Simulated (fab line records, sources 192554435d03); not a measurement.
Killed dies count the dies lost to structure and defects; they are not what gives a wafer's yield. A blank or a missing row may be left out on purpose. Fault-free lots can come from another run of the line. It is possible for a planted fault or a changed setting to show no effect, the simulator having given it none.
Chamber matching + flow n5 finfet + N5_BEOL_M7_CURE_74 on uv cure-02 has 3 sister chambers
The step cures SiCOH lowk, time 240 s. 6 wafers are shown with their chamber, then 12 later ones without.

## WAFERS, EACH WITH ITS CHAMBER
| wafer  | chamber | wafer_temp_C_max | lamp power pct (%) |
|--------|---------|------------------|--------------------|
| L076.4 | 0       | 386.9            | 52.42              |
| L076.6 | 0       | 386.4            | 52.25              |
| L080.2 | 2       | 387.3            | 52.40              |
| L080.3 | 2       | 388.0            | 52.30              |
| L086.4 | 1       | 385.9            | 52.38              |
| L086.6 | 1       | 385.7            | 52.29              |

## WAFERS WITHOUT THEIR CHAMBER
| wafer  | wafer_temp_C_max | lamp power pct (%) |
|--------|------------------|--------------------|
| L088.1 | 386.8            | 52.23              |
| L088.2 | 386.6            | 52.35              |
| L088.3 | 387.6            | 52.22              |
| L087.1 | 387.1            | 52.32              |
| L087.2 | 386.2            | 52.30              |
| L087.3 | 386.7            | 52.35              |
| L089.1 | 387.0            | 52.26              |
| L089.3 | 386.8            | 52.31              |
| L089.4 | 386.3            | 52.24              |
| L090.2 | 387.2            | 52.26              |
| L090.3 | 387.2            | 52.36              |
| L090.5 | 387.6            | 52.40              |

## WHICH CHAMBER EACH WENT THROUGH
| wafer  | from the rows above          | in truth                   |
|--------|------------------------------|----------------------------|
| L088.1 | can't be placed: 0 or 2 or 1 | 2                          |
| L088.2 | 0                            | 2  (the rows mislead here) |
| L088.3 | can't be placed: 2 or 0      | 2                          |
| L087.1 | can't be placed: 0 or 2      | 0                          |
| L087.2 | can't be placed: 1 or 0      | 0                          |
| L087.3 | 0                            | 0                          |
| L089.1 | can't be placed: 0 or 2      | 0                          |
| L089.3 | can't be placed: 0 or 2      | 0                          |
| L089.4 | can't be placed: 0 or 1      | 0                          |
| L090.2 | can't be placed: 2 or 0      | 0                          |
| L090.3 | can't be placed: 2 or 0      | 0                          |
| L090.5 | 2                            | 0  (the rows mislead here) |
Placed correctly: 1 of 12. Unplaceable from these rows: 9, with the true chamber sitting among the candidates in 9. Number placed wrongly: 2.
How it was worked out, from the rows above alone: a wafer's distance from a chamber is the root of the sum, over the readings, of the square of ((its reading less the chamber's mean) divided by the reading's scatter). If the next closest chamber is less than 2 further off than the closest, the wafer can't be placed; otherwise it belongs to the closest. Each chamber's mean is taken over the wafers shown for it. The scatter: take each reading less its chamber's mean, square it, sum over the shown wafers, divide by the number of wafers less the number of chambers, and take the root.
